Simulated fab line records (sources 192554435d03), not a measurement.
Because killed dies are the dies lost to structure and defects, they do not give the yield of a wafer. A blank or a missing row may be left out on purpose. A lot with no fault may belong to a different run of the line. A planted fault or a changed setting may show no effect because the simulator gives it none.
Which tool did it? :: flow n5_finfet :: 20 lots (60 wafers sampled), 1 step of a 1938-step route

## WHAT THE GAUGES READ, wafer by wafer
N5_STI_FIN_REVEAL_INSPECT_13: inspects for defects (darkfield). Usual: raw_defect_count reads 12 (standard deviation 5.2).
lot: L074
measured: day 2 13:10
on: defect_inspect-02
raw_defect_count: 15 20 15
flag: 

lot: L075
measured: day 2 20:43
on: defect_inspect-01
raw_defect_count: 9 12 5
flag: 

lot: L076
measured: day 3 02:33
on: defect_inspect-02
raw_defect_count: 18 7 12
flag: 

lot: L079
measured: day 3 19:05
on: defect_inspect-01
raw_defect_count: 4 17 10
flag: 

lot: L080
measured: day 4 00:26
on: defect_inspect-02
raw_defect_count: 5 9 11
flag: 

lot: L081
measured: day 4 08:56
on: defect_inspect-02
raw_defect_count: 15 5 20
flag: 

lot: L082
measured: day 4 13:53
on: defect_inspect-02
raw_defect_count: 10 10 8
flag: 

lot: L083
measured: day 4 19:05
on: defect_inspect-02
raw_defect_count: 10 8 5
flag: 

lot: L084
measured: day 5 02:11
on: defect_inspect-01
raw_defect_count: 5 14 10
flag: 

lot: L085
measured: day 5 08:13
on: defect_inspect-02
raw_defect_count: 6 10 7
flag: 

lot: L086
measured: day 5 15:05
on: defect_inspect-02
raw_defect_count: 10 9 22
flag: 

lot: L088
measured: day 6 02:28
on: defect_inspect-02
raw_defect_count: 14 8 11
flag: 

lot: L089
measured: day 6 07:58
on: defect_inspect-02
raw_defect_count: 17 6 4
flag: 

lot: L090
measured: day 6 12:43
on: defect_inspect-01
raw_defect_count: 15 19 12
flag: 

lot: L091
measured: day 6 19:56
on: defect_inspect-02
raw_defect_count: 14 14 14
flag: 

lot: L092
measured: day 7 01:20
on: defect_inspect-01
raw_defect_count: 14 10 14
flag: 

lot: L093
measured: day 7 06:29
on: defect_inspect-01
raw_defect_count: 15 16 12
flag: 

lot: L094
measured: day 7 14:05
on: defect_inspect-02
raw_defect_count: 14 16 10
flag: 

lot: L095
measured: day 7 19:45
on: defect_inspect-01
raw_defect_count: 8 13 12
flag: 

lot: L097
measured: day 8 07:17
on: defect_inspect-02
raw_defect_count: 13 3 10
flag: 

## TOOL THAT RAN EACH LOT (tool first, then ch and the chambers of the sampled wafers, then the start)
There is no process step in the record ahead of these readings.

## AS READ BY THE TOOLS THEMSELVES (means over the sampled wafers that have a number; for cases with no such wafer, the mark the record gives instead)
The record holds no such reading with a usual standard deviation.

## THE ANSWER, worked out from the rows above alone
Rule: a lot counts as off when the mean over its wafers that have a number is more than 3 standard deviations away from the usual mean. A lot without any number at a reading at which 4 lots or more have one is off too. Any other lot the step has rows for is counted as sound. After the gauges, taken in route order, come the tools' own readings; for these a lot's mean is taken, as printed above. At the first step where some lot is off, the reading lying furthest off is the one used; lots without a number count as furthest.
Nothing can be told from this: no lot is off at any reading shown.

## WHAT THE SIMULATOR HAD PUT IN
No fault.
